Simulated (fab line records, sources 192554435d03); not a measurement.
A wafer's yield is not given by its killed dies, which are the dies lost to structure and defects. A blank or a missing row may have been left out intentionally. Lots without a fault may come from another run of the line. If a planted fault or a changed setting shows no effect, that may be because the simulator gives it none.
Chamber matching | flow n5 finfet | 3 sister chambers for N5_BEOL_M10_PECVD_70 on pecvd-04
The step deposits SiO2 from TEOS/O2, target thk 20 nm, time 22.7 s. 24 wafers are shown with their chamber, then 12 later ones without.

## WAFERS PAIRED WITH THEIR CHAMBERS
wafer  | chamber | throttle valve pct (%) | showerhead plenum p Torr (Torr) | heater power w (W)
L075.1 | 1       | 23.0                   | 8.71                            | 627
L075.4 | 1       | 23.5                   | 8.70                            | 651
L075.5 | 0       | 23.2                   | 8.79                            | 833
L076.1 | 2       | 21.4                   | 8.81                            | 760
L076.2 | 0       | 23.4                   | 8.79                            | 730
L076.4 | 1       | 23.1                   | 8.70                            | 700
L078.3 | 0       | 23.2                   | 8.79                            | 878
L078.5 | 1       | 23.0                   | 8.70                            | 633
L078.6 | 0       | 23.1                   | 8.81                            | 833
L077.2 | 1       | 23.1                   | 8.71                            | 714
L077.5 | 2       | 21.0                   | 8.85                            | 700
L077.6 | 0       | 23.1                   | 8.83                            | 797
L083.2 | 0       | 23.6                   | 8.81                            | 910
L083.5 | 2       | 21.2                   | 8.83                            | 832
L083.6 | 1       | 22.8                   | 8.73                            | 656
L081.1 | 0       | 23.4                   | 8.80                            | 802
L081.3 | 1       | 23.1                   | 8.70                            | 684
L081.5 | 0       | 23.5                   | 8.82                            | 784
L087.1 | 1       | 23.3                   | 8.72                            | 691
L087.3 | 2       | 21.4                   | 8.82                            | 815
L087.5 | 2       | 21.4                   | 8.83                            | 814
L085.1 | 0       | 23.5                   | 8.81                            | 894
L085.5 | 1       | 23.2                   | 8.75                            | 609
L085.6 | 2       | 21.1                   | 8.85                            | 778

SIGNATURES, as means of the wafers listed above
reading                  | chamber 0 | chamber 1 | chamber 2 | scatter within a chamber
throttle valve pct       | 23.333    | 23.122    | 21.250    | 0.189
showerhead plenum p Torr | 8.8056    | 8.7133    | 8.8317    | 0.0159
heater power w           | 829.00    | 662.78    | 783.17    | 48.4
Rule: for a wafer and a chamber, the distance is found by dividing, reading by reading, the gap between the wafer's reading and the chamber's mean by the reading's scatter, squaring, summing and taking the root. If the next closest chamber is less than 2 further off than the closest, the wafer can't be placed; otherwise it belongs to the closest. The scatter is the square root of a quotient: the sum, over the shown wafers, of each reading's squared deviation from its chamber's mean, divided by wafers minus chambers.

## WAFERS WITHOUT THEIR CHAMBER
wafer  | throttle valve pct (%) | showerhead plenum p Torr (Torr) | heater power w (W)
L089.1 | 23.2                   | 8.72                            | 700
L089.2 | 21.1                   | 8.83                            | 720
L089.5 | 23.5                   | 8.81                            | 924
L091.2 | 21.1                   | 8.86                            | 793
L091.4 | 23.1                   | 8.70                            | 621
L091.5 | 23.1                   | 8.71                            | 667
L094.2 | 21.3                   | 8.83                            | 714
L094.3 | 23.0                   | 8.72                            | 627
L094.5 | 21.4                   | 8.84                            | 729
L096.3 | 21.5                   | 8.85                            | 733
L096.4 | 21.4                   | 8.83                            | 738
L096.5 | 23.2                   | 8.72                            | 713

## WHICH CHAMBER EACH ONE RAN IN
wafer  | from the rows above | in truth
L089.1 | 1                   | 1
L089.2 | 2                   | 2
L089.5 | 0                   | 0
L091.2 | 2                   | 2
L091.4 | 1                   | 1
L091.5 | 1                   | 1
L094.2 | 2                   | 2
L094.3 | 1                   | 1
L094.5 | 2                   | 2
L096.3 | 2                   | 2
L096.4 | 2                   | 2
L096.5 | 1                   | 1
Placed correctly: 12 of 12. From these rows, 0 cannot be placed. 0 placed wrongly.
